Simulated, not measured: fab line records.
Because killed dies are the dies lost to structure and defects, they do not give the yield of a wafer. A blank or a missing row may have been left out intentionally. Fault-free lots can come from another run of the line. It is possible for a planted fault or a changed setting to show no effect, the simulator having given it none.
Chamber matching :: flow n5 finfet :: N5_ILD0_CMP_07 on cmp-02 has 4 sister chambers
The step polishes SiO2 flowable, stops on poly-Si, t overpolish 1.18 s, target thk 138.88 nm. 8 wafers are shown with their chamber, then 12 later ones without.

== EACH WAFER AND ITS CHAMBER ==
wafer: L083.6
chamber: 0
motor current A (A): 11.4

wafer: L084.6
chamber: 3
motor current A (A): 13.7

wafer: L085.4
chamber: 0
motor current A (A): 12.2

wafer: L089.2
chamber: 3
motor current A (A): 13.5

wafer: L089.3
chamber: 1
motor current A (A): 11.7

wafer: L090.1
chamber: 2
motor current A (A): 12.7

wafer: L090.5
chamber: 2
motor current A (A): 13.0

wafer: L090.6
chamber: 1
motor current A (A): 11.0

== WAFERS WHOSE CHAMBER IS MISSING ==
wafer: L091.1
motor current A (A): 13.6

wafer: L091.3
motor current A (A): 12.0

wafer: L091.6
motor current A (A): 11.9

wafer: L094.2
motor current A (A): 11.9

wafer: L094.5
motor current A (A): 11.3

wafer: L094.6
motor current A (A): 12.6

wafer: L095.1
motor current A (A): 12.8

wafer: L095.2
motor current A (A): 11.0

wafer: L095.4
motor current A (A): 13.1

wafer: L097.1
motor current A (A): 13.3

wafer: L097.2
motor current A (A): 12.2

wafer: L097.6
motor current A (A): 11.9

== CHAMBER TAKEN BY EACH ==
wafer: L091.1
from the rows above: can't be placed: 3 or 2
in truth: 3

wafer: L091.3
from the rows above: can't be placed: 0 or 1 or 2
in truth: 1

wafer: L091.6
from the rows above: can't be placed: 0 or 1
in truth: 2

wafer: L094.2
from the rows above: can't be placed: 0 or 1
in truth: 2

wafer: L094.5
from the rows above: can't be placed: 1 or 0
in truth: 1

wafer: L094.6
from the rows above: can't be placed: 2 or 0 or 3
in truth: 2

wafer: L095.1
from the rows above: can't be placed: 2 or 3
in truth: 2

wafer: L095.2
from the rows above: can't be placed: 1 or 0
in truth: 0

wafer: L095.4
from the rows above: can't be placed: 2 or 3
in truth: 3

wafer: L097.1
from the rows above: can't be placed: 3 or 2
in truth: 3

wafer: L097.2
from the rows above: can't be placed: 0 or 2 or 1
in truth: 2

wafer: L097.6
from the rows above: can't be placed: 0 or 1
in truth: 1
0 of 12 placed correctly. Not placeable from these rows: 12 (in 10, the candidates include the true chamber). 0 placed wrongly.
How it was worked out, from the rows above alone: a wafer's distance from a chamber is the root of the sum, over the readings, of the square of ((its reading less the chamber's mean) divided by the reading's scatter). If the next closest chamber is less than 2 further off than the closest, the wafer can't be placed; otherwise it belongs to the closest. The mean given for a chamber averages the wafers shown for that chamber. How the scatter is found: for the shown wafers, subtract from each reading the mean of its chamber, square and add these, divide the total by (wafers less chambers), then take the root.
